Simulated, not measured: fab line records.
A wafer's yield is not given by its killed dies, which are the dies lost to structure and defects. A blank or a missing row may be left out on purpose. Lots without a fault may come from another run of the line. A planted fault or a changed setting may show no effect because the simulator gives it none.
fab line records	flow n5Finfet
record: lots: 9	wafers: 26	lastDay: 18
route steps=1938 shown BEOL_M4@1111 BEOL_M7@1281 PASSIVATION@1936
lots with no fault: from the same line, run without faults
startH: hours from the record's first day to the start of the lot's first wafer shown	waitH: time in hours since the lot's previous step	" unchanged from the row above	L1.1+2: a row that stands for several wafers	- no value, or no start given	* or withheld: withheld	< > ~ a bound
route shown NAME@n: a module of which the file shows steps, and the number in the route of the first	usual: mean and standard deviation over wafers with no fault	same: alike in all rows	chamber/n: place in a boat	sites: the reading at each site	_std_site: standard deviation across them	_edge_site: inner sites' mean taken away from outer sites' mean	radiusMm: how far each site lies from the wafer's centre	mask NAME#n: copy n	behind: tool/chamber where the wafer was last shaped	hold: why the lot was held/for how many hours/how that ended	device: transistor that didn't switch, given as n, p or np	end of line: at the end of the route, the tests of the same wafers	where a step has no rows: the recipe by itself	killed: dies lost to structure and defects at the first sort, not the wafer's yield	map: the dies of a wafer, with x for killed, . for not killed, _ for no die there
set.NAME: setting as actually run; set.NAME@STEP: the setting as run at that earlier step	model.NAME: the simulator's own value behind a step, which no gauge read
route steps across a sampled set of lots; one table per step, one row per wafer
services: a tool's chamber out of use, with start hour (startH, from the record's first day; less than 0 if before it), hours out, and reason
== steps ==
step: N5_BEOL_M4_RC_MEAS_101
usual: DIBL_N: 36.5/1.8	DIBL_P: 36.5/2.1	IOFF_N: 0.17/0.031	IOFF_P: 0.22/0.036	ION_N: 677/11	ION_P: 463/8	SS_N: 71.6/0.61	SS_P: 73.3/0.63	VT_N: 249/3.1	VT_P: -250/3.3
lot.wafer	tool	chamber	startH	waitH	DIBL_N[mV/V]	DIBL_P[mV/V]	IOFF_N[nA/um]	IOFF_P[nA/um]	ION_N[uA/um]	ION_P[uA/um]	SS_N[mV/dec]	SS_P[mV/dec]	VT_N[mV]	VT_P[mV]
L472.1	prober-01	0	211.96	0.0	36.8	35.8	0.16	0.21	675	460	71.4	73.3	248	-249
L472.3	"	0	"	"	33.8	32.8	0.12	0.16	673	459	71.0	72.4	251	-254
L472.5	"	0	"	"	35.6	34.7	0.15	0.19	670	461	71.0	72.5	249	-248
L474.2	prober-01	0	219.91	0.2	35.8	36.4	0.17	0.23	672	466	71.5	73.6	248	-248
L474.3	"	0	"	"	34.3	34.1	0.15	0.21	671	465	70.8	72.8	246	-248
L474.5	"	0	"	"	36.0	36.2	0.17	0.24	672	467	71.8	74.1	248	-245
L475.1	prober-01	0	236.67	0.0	36.4	35.0	0.18	0.20	679	454	71.9	72.7	246	-252
L475.3	"	0	"	"	38.2	36.7	0.20	0.22	675	452	72.8	73.5	248	-250
L475.6	"	0	"	"	37.4	35.6	0.20	0.21	672	452	71.6	73.1	246	-252
L479.3	prober-01	0	252.93	0.3	35.1	35.0	0.14	0.20	675	470	71.0	72.8	250	-250
L479.4	"	0	"	"	37.4	38.1	0.18	0.25	676	462	71.0	73.8	248	-248
L479.6	"	0	"	"	35.0	35.1	0.14	0.21	684	471	71.4	72.9	249	-249
L480.3	prober-01	0	265.26	0.3	38.7	39.2	0.20	0.24	682	463	71.7	74.4	247	-250
L480.4	"	0	"	"	36.5	36.5	0.16	0.19	671	458	71.4	73.7	250	-252
L480.6	"	0	"	"	37.8	38.0	0.18	0.21	691	462	71.4	73.2	250	-254
L481.2	prober-01	0	271.61	0.2	36.3	36.7	0.15	0.20	667	456	71.2	72.9	251	-250
L481.4	"	0	"	"	35.7	34.7	0.13	0.17	663	460	70.9	72.3	252	-252
L481.6	"	0	"	"	38.1	38.7	0.18	0.23	690	463	71.9	73.2	249	-249
L485.1	prober-01	0	306.24	0.0	35.3	37.2	0.15	0.20	679	467	70.5	73.8	250	-252
L485.2	"	0	"	"	34.3	35.6	0.13	0.18	677	464	71.4	73.4	251	-252
L485.6	"	0	"	"	34.7	36.1	0.14	0.19	675	465	71.3	73.8	250	-250
L486.1	prober-02	0	309.07	0.0	33.1	32.2	0.11	0.17	649	458	70.5	72.9	253	-252
L486.3	"	0	"	"	36.2	36.9	0.17	0.22	664	463	72.0	72.4	251	-249
L487.1	prober-02	0	312.77	0.0	36.9	37.0	0.17	0.25	673	465	71.8	73.1	247	-246
L487.2	"	0	"	"	38.9	39.9	0.21	0.29	687	476	72.7	73.8	247	-243
L487.3	"	0	"	"	35.3	35.8	0.16	0.22	683	472	71.2	72.8	250	-248
step: N5_BEOL_M7_ETCH_62
recipe: chemistry: N2/H2	target: SOC	targetDepthA: 1100	overetchA: 220	maskMaterial: SiARC	tempC: 40	timeS: 165	ionEnergyEv: 200	pressureMtorr: 30	sourceW: 840	biasW: 150	n2FlowSccm: 200	h2FlowSccm: 200
usual: biasW: 150.0/0.47	chamberPressureMTorr: 29.999/0.025	drypumpMotorCurrentA: 5.7/0.38	oesProductAu: 0.68/0.075	rfVppV: 524.2/2.4	showerheadPlenumPTorr: 2.55/0.078	tempC: 40.00/0.094	throttleValvePct: 17.78/0.22
lot.wafer	tool	chamber	startH	waitH	biasW	chamberPressureMTorr	drypumpMotorCurrentA	oesProductAu	rfHoursCounterH	rfVppV	showerheadPlenumPTorr	tempC	throttleValvePct
L472.1	rieDiel-06	3	236.11	0.0	150.0	30.005	5.5	0.72	55	526.1	2.56	39.88	17.51
L472.3	"	1	"	"	149.4	29.986	5.5	0.82	3	523.1	2.52	40.08	17.48
L472.5	"	0	"	"	149.3	29.999	5.9	0.77	-	523.3	2.48	40.01	17.65
L474.2	rieDiel-06	2	240.58	0.0	150.5	29.984	5.2	0.60	212	525.5	2.63	40.23	18.16
L474.3	"	0	"	"	150.2	30.018	5.9	0.78	14	523.6	2.48	40.01	17.67
L474.5	"	2	"	"	150.7	29.985	5.2	0.59	-	525.8	2.63	40.01	18.16
L475.1	rieDiel-01	1	261.76	0.0	150.3	29.975	6.4	0.72	59	522.5	2.47	39.97	17.62
L475.3	"	2	"	"	150.1	29.996	5.6	0.61	206	522.5	2.53	40.12	17.86
L475.6	"	0	"	"	150.0	30.022	5.3	0.65	-	523.8	2.54	39.97	17.93
L479.3	rieDiel-06	1	273.49	0.0	149.9	30.021	5.5	0.80	10	522.8	2.51	39.99	17.51
L479.4	"	3	"	"	150.1	30.022	5.5	0.70	68	523.3	2.55	40.17	17.54
L479.6	"	1	"	"	149.8	30.011	5.5	0.81	-	521.5	2.51	40.05	17.49
L480.3	rieDiel-06	3	289.58	0.0	149.7	30.012	5.5	0.70	73	525.1	2.55	40.03	17.54
L480.4	"	2	"	"	150.3	29.995	5.2	0.59	229	526.6	2.63	39.89	18.19
L480.6	"	0	"	"	149.9	30.017	5.9	0.75	-	522.5	2.47	39.91	17.70
L481.2	rieDiel-01	2	296.62	0.0	149.9	30.023	5.6	0.59	216	523.1	2.53	40.04	17.86
L481.4	"	1	"	"	149.6	29.975	6.5	0.71	68	521.6	2.47	39.98	17.62
L481.6	"	2	"	"	150.8	30.044	5.6	0.60	-	521.9	2.53	40.18	17.88
L485.1	rieDiel-02	3	336.61	0.0	150.4	29.979	6.4	0.79	15	521.6	2.48	39.84	17.49
L485.2	"	0	"	"	150.2	30.000	5.9	0.75	28	528.1	2.69	40.16	17.92
L485.6	"	0	"	"	149.9	29.991	5.9	0.75	-	528.9	2.69	40.09	17.92
L487.1	rieDiel-02	3	337.00	0.0	151.0	30.022	6.4	0.78	15	522.2	2.48	39.95	17.47
L487.2	"	1	"	"	149.7	30.009	5.2	0.60	215	521.4	2.42	39.99	17.69
L487.3	"	2	"	"	149.6	29.976	5.8	0.58	245	525.3	2.62	40.04	18.11
L486.1	rieDiel-02	1	344.73	0.0	150.0	29.963	5.2	0.60	219	520.4	2.42	39.97	17.69
L486.3	"	2	"	"	150.1	30.040	5.8	0.58	249	526.1	2.62	40.02	18.13
step: N5_BEOL_M7_STRIP_19
recipe: chemistry: O2	powerW: 400	tempC: 40	pressureMtorr: 30	rfFrequencyHz: 6e+07	biasPowerW: 0	overashFraction: 0.2	o2FlowSccm: 225
usual: drypumpMotorCurrentA: 5.7/0.4	oesProductAu: 0.77/0.092	rfVppV: 3.6/0.57	showerheadPlenumPTorr: 2.10/0.072	tempC: 39.99/0.12	throttleValvePct: 16.68/0.24
same: overashFraction: 0.2
lot.wafer	tool	chamber	startH	waitH	drypumpMotorCurrentA	oesProductAu	rfHoursCounterH	rfVppV	showerheadPlenumPTorr	tempC	throttleValvePct
L472.1	rieDiel-02	3	236.41	0.1	6.4	0.66	242	3.9	2.07	40.07	16.86
L472.3	"	1	"	"	5.2	0.75	179	2.8	2.01	40.08	16.45
L472.5	"	2	"	"	5.8	0.71	-	4.2	2.17	40.05	16.85
L474.2	rieDiel-06	0	240.88	0.1	5.9	0.93	14	3.2	2.07	40.08	16.50
L474.3	"	1	"	"	5.5	0.97	4	4.1	2.07	40.10	16.31
L474.5	"	0	"	"	5.9	0.93	-	3.4	2.07	40.21	16.54
L475.1	rieDiel-02	0	262.06	0.1	5.9	0.95	4	3.5	2.23	39.76	16.78
L475.3	"	2	"	"	5.8	0.69	219	4.7	2.16	39.85	16.88
L475.6	"	1	"	"	5.2	0.74	-	3.3	2.00	40.20	16.47
L479.3	rieDiel-02	1	273.85	0.1	5.1	0.73	194	3.4	2.00	40.01	16.49
L479.4	"	1	"	"	5.2	0.73	-	3.7	2.00	39.98	16.48
L479.6	"	0	"	"	5.9	0.94	-	4.9	2.22	39.97	16.77
L480.3	rieDiel-02	1	289.88	0.1	5.2	0.73	200	3.0	2.00	40.18	16.49
L480.4	"	0	"	"	5.9	0.92	14	3.2	2.22	39.85	16.79
L480.6	"	2	"	"	5.8	0.68	-	3.1	2.16	39.89	16.90
L481.2	rieDiel-06	3	296.92	0.1	5.5	0.83	75	3.5	2.12	40.05	16.45
L481.4	"	1	"	"	5.5	0.94	17	3.6	2.07	39.87	16.33
L481.6	"	2	"	"	5.2	0.69	-	3.6	2.15	40.00	16.95
L485.1	rieDiel-06	3	336.97	0.1	5.5	0.81	87	2.7	2.11	40.05	16.49
L485.2	"	0	"	"	5.9	0.87	41	3.6	2.06	40.03	16.55
L485.6	"	1	"	"	5.5	0.90	-	2.6	2.06	39.88	16.34
L487.1	rieDiel-02	2	337.46	0.2	5.8	0.68	245	3.2	2.15	39.76	16.91
L487.2	"	3	"	"	6.4	0.93	15	3.7	2.06	40.01	16.43
L487.3	"	0	"	"	5.9	0.89	29	2.8	2.22	40.09	16.80
L486.1	rieDiel-06	2	345.12	0.2	5.2	0.68	247	4.2	2.14	39.97	16.99
L486.3	"	1	"	"	5.5	0.89	30	4.1	2.06	40.18	16.37
step: N5_BEOL_M7_VIA_ETCH_34
recipe: chemistry: C4F6/O2	target: SiCOH_lowk	targetDepthA: 1255	maskMaterial: SOC	taperDeg: 4	timeS: 50.5	ionEnergyEv: 250	pressureMtorr: 30	sourceW: 345	biasW: 185	Ar_flow_sccm: 300	C4F6_flow_sccm: 10	O2_flow_sccm: 10
usual: C4F6_flow_sccm: 10.00/0.033	O2_flow_sccm: 10.002/0.027	drypumpMotorCurrentA: 5.7/0.39	oes_ar_750_au: 0.78/0.091	oes_f_703_au: 0.79/0.095	oesProductAu: 0.78/0.095	rfVppV: 661/9.4	showerheadPlenumPTorr: 2.85/0.087	throttleValvePct: 20.88/0.26
lot.wafer	tool	chamber	startH	waitH	C4F6_flow_sccm	O2_flow_sccm	drypumpMotorCurrentA	oes_ar_750_au	oes_f_703_au	oesProductAu	rfHoursCounterH	rfVppV	showerheadPlenumPTorr	throttleValvePct
L472.1	rieDiel-02	3	237.24	0.0	10.03	9.979	6.4	0.66	0.64	0.65	243	647	2.80	20.95
L472.3	"	2	"	"	10.00	9.998	5.8	0.72	0.74	0.70	209	657	2.91	20.89
L472.5	"	2	"	"	10.00	10.019	5.8	0.71	0.73	0.70	-	657	2.91	20.88
L474.2	rieDiel-02	3	242.78	0.0	9.99	10.032	6.4	0.65	0.64	0.64	245	648	2.80	20.95
L474.3	"	2	"	"	10.02	9.980	5.7	0.71	0.73	0.70	212	656	2.91	20.92
L474.5	"	2	"	"	10.00	9.984	5.7	0.71	0.72	0.70	-	657	2.91	20.89
L475.1	rieDiel-06	3	262.90	0.0	10.03	10.018	5.5	0.84	0.87	0.84	65	665	2.88	20.70
L475.3	"	0	"	"	10.05	9.971	5.9	0.91	0.93	0.89	22	655	2.78	20.68
L475.6	"	2	"	"	9.99	9.942	5.2	0.70	0.69	0.69	-	669	2.95	21.27
L479.3	rieDiel-02	0	276.10	0.0	-	-	-	-	-	-	-	-	-	-
L479.4	"	1	"	"	-	-	-	-	-	-	-	-	-	-
L479.6	"	0	"	"	-	-	-	-	-	-	-	-	-	-
L480.3	rieDiel-06	1	290.62	0.0	-	-	-	-	-	-	-	-	-	-
L480.4	"	3	"	"	-	-	-	-	-	-	-	-	-	-
L480.6	"	2	"	"	-	-	-	-	-	-	-	-	-	-
L481.2	rieDiel-01	0	299.07	0.0	-	-	-	-	-	-	-	-	-	-
L481.4	"	3	"	"	-	-	-	-	-	-	-	-	-	-
L481.6	"	2	"	"	-	-	-	-	-	-	-	-	-	-
L487.1	rieDiel-06	2	341.05	0.0	10.00	9.959	5.2	0.69	0.68	0.67	245	668	2.94	21.30
L487.2	"	1	"	"	9.96	9.971	5.5	0.91	0.91	0.91	28	674	2.80	20.55
L487.3	"	3	"	"	9.96	9.995	5.5	0.82	0.83	0.82	89	663	2.87	20.75
L485.1	rieDiel-06	3	343.23	0.0	9.96	10.028	5.5	0.82	0.83	0.81	89	662	2.87	20.73
L485.2	"	1	"	"	10.02	9.987	5.5	0.91	0.90	0.90	29	673	2.80	20.57
L485.6	"	3	"	"	9.92	10.032	5.5	0.82	0.83	0.80	-	662	2.87	20.74
L486.1	rieDiel-06	0	346.76	0.0	9.95	10.055	5.9	0.87	0.88	0.86	46	654	2.77	20.71
L486.3	"	2	"	"	9.98	10.002	5.2	0.68	0.68	0.67	247	668	2.94	21.29
step: N5_PASSIVATION_PROBE_49
usual: defectLimitedYield: 91.4/1.5	killed_at_M0_to_M3: 35/11	killed_at_M4_up: 16/7	killedAtContacts: 11/5.3	killedAtFrontEnd: 37/11	killedAtOther: 3.1/2.8	killedDies: 102/18	killedOnRim: 13/3.7	killedOpen: 69/15	killedShort: 31/7.8	sort_bin_5_function: 5.1/1.1	sort_bin_6_memory: 3.2/0.69	sortNPass: 1078/18	sortYieldPct: 91.4/1.5
same: grossDies: 1180	killedAtBackSide: 0	sort_bin_4_leakage[%]: 0	sort_bin_8_speed[%]: 0
lot.wafer	tool	chamber	startH	waitH	defectLimitedYield[%]	killed_at_M0_to_M3	killed_at_M4_up	killedAtContacts	killedAtFrontEnd	killedAtOther	killedDies	killedOnRim	killedOpen	killedShort	sort_bin_5_function[%]	sort_bin_6_memory[%]	sortNPass	sortYieldPct[%]
L479.3	prober-01	-	356.70	0.1	0	52	1089	7	29	3	1180	152	65	42	96.9	2.9	0	0
L479.4	prober-01	-	356.75	0.2	0	29	1112	11	27	1	1180	152	55	24	96.8	3.1	0	0
L479.6	prober-01	-	356.85	0.3	0	34	1090	8	44	4	1180	152	91	28	95.7	4.2	0	0
L480.3	prober-01	-	373.73	0.1	0	41	1083	12	28	16	1180	152	75	41	95.9	3.7	0	0
L480.4	prober-01	-	373.78	0.2	0	55	1068	17	35	5	1180	152	75	47	96.3	3.3	0	0
L480.6	prober-01	-	373.88	0.3	0	43	1097	10	26	4	1180	152	65	33	96.2	3.8	0	0
L481.2	prober-02	-	380.70	0.1	0	27	1110	3	37	3	1180	152	52	29	97.3	2.5	0	0
L481.4	prober-02	-	380.80	0.2	0	34	1101	1	41	3	1180	152	69	30	96.9	2.9	0	0
L481.6	prober-02	-	380.90	0.3	0	34	1098	6	39	3	1180	152	73	27	97.3	2.6	0	0
killed by level:class
L479.3 BEOL_M7:areaEtch=1070 BEOL_M0_SAQP:geometricParticle:short=19 BEOL_M0_SAQP:geometricParticle:open=13 BEOL_M1:geometricParticle:open=11 BEOL_M4:geometricParticle:open=9 STI_FIN_REVEAL:geometricParticle:open=6 MOL_CONTACT_COAG:geometricParticle:open=6 FIN_SAQP:geometricParticle:short=5
L479.4 BEOL_M7:areaEtch=1099 STI_FIN_REVEAL:geometricParticle:open=13 BEOL_M1:geometricParticle:open=9 MOL_CONTACT_COAG:geometricParticle:open=6 BEOL_M0_SAQP:geometricParticle:short=6 GATE_CUT:geometricParticle:open=5 BEOL_M0_SAQP:geometricParticle:open=5 MOL_CONTACT_COAG:geometricParticle:short=5
L479.6 BEOL_M7:areaEtch=1061 BEOL_M4:geometricParticle:open=24 FIN_SAQP:geometricParticle:open=19 BEOL_M3:geometricParticle:open=7 FIN_SAQP:geometricParticle:short=6 BEOL_M1:geometricParticle:open=6 MOL_CONTACT_COAG:geometricParticle:open=5 BEOL_M0:geometricParticle:open=5
L480.3 BEOL_M7:areaEtch=1064 MOL_CONTACT_COAG:geometricParticle:open=10 BEOL_M2:geometricParticle:open=9 BEOL_M3:geometricParticle:open=8 BEOL_M4:geometricParticle:open=7 FIN_SAQP:geometricParticle:open=6 DUMMY_GATE:geometricParticle:open=6 BEOL_M0_SAQP:geometricParticle:short=5
L480.4 BEOL_M7:areaEtch=1058 MOL_CONTACT_COAG:geometricParticle:open=17 BEOL_M3:geometricParticle:open=12 GATE_CUT:geometricParticle:short=11 BEOL_M0_SAQP:geometricParticle:short=11 BEOL_M2:geometricParticle:open=10 BEOL_M2:geometricParticle:short=7 FIN_SAQP:geometricParticle:open=5
L480.6 BEOL_M7:areaEtch=1082 BEOL_M3:geometricParticle:open=10 MOL_CONTACT_COAG:geometricParticle:open=8 BEOL_M2:geometricParticle:open=8 BEOL_M0_SAQP:geometricParticle:open=7 BEOL_M4:geometricParticle:open=6 BEOL_M1:geometricParticle:open=5 FIN_SAQP:geometricParticle:open=4
L481.2 BEOL_M7:areaEtch=1099 FIN_SAQP:geometricParticle:open=12 FIN_SAQP:geometricParticle:short=7 BEOL_M3:geometricParticle:open=6 BEOL_M1:geometricParticle:open=5 BEOL_M2:geometricParticle:open=5 BEOL_M4:geometricParticle:open=5 SPACER0:geometricParticle:short=4
L481.4 BEOL_M7:areaEtch=1080 FIN_SAQP:geometricParticle:open=17 BEOL_M4:geometricParticle:open=11 STI_FIN_REVEAL:geometricParticle:open=7 FIN_SAQP:geometricParticle:short=6 BEOL_M2:geometricParticle:short=6 BEOL_M2:geometricParticle:open=6 BEOL_M3:geometricParticle:open=6
L481.6 BEOL_M7:areaEtch=1080 BEOL_M3:geometricParticle:open=14 BEOL_M4:geometricParticle:open=14 FIN_SAQP:geometricParticle:short=10 FIN_SAQP:geometricParticle:open=9 DUMMY_GATE:geometricParticle:open=9 BEOL_M1:geometricParticle:open=4 STARTING-WAFER:geometricParticle:open=4
== services ==
tool	chamber	startH	hours	kind
rieDiel-02	0	230.12	-	clean
rieDiel-02	0	230.12	-	consumableReplace:focusRing
rieDiel-02	0	230.12	-	consumableReplace:showerhead
rieDiel-02	0	230.12	22.2	scheduledDown
rieDiel-02	0	230.12	22.2	ventCycle
rieDiel-06	1	250.77	15.2	repair
rieDiel-02	3	253.91	-	clean
rieDiel-02	3	253.91	-	consumableReplace:focusRing
rieDiel-02	3	253.91	32.5	scheduledDown
rieDiel-02	3	253.91	32.5	ventCycle
rieDiel-01	1	306.06	3.2	repair
rieDiel-01	2	317.52	13.2	repair
rieDiel-06	1	324.83	6.5	repair
rieDiel-06	0	329.54	6.8	repair
rieDiel-01	-	331.02	28.1	pm
rieDiel-02	3	337.71	39.6	repair
== key ==
firstSign: step: N5_BEOL_M7_VIA_ETCH_34	reading: toolRecord	direction: missing
effect: step: N5_PASSIVATION_PROBE_49	reading: killed_at_M4_up	direction: up	sigmas: 99+	usual: 16	struck: 1094
moreKillsBornAt: N5_BEOL_M7_VIA_ETCH_34@rieDiel-01: 3259	N5_BEOL_M7_VIA_ETCH_34@rieDiel-02: 3230	N5_BEOL_M7_VIA_ETCH_34@rieDiel-06: 3204
metAt N5_BEOL_M7_VIA_ETCH_34
struckLots L479,L480,L481
laterRowsLeftOut L479.3,L479.4,L479.6,L480.3,L480.4,L480.6,L481.2,L481.4,L481.6
notActingAt N5_BEOL_M7_ETCH_62,N5_BEOL_M7_STRIP_19
onsetBetween 262.90 276.10
fault: kind: skippedStepWhole	tool: rieDiel-01,rieDiel-02,rieDiel-06	chamber: -	onsetH: 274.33	steps: N5_BEOL_M7_VIA_ETCH_34	scope: struckLotsOnly
laterRowsLeftOut: the simulator's readings of these wafers behind a module that went badly wrong aren't trusted and aren't shown, but for the sort
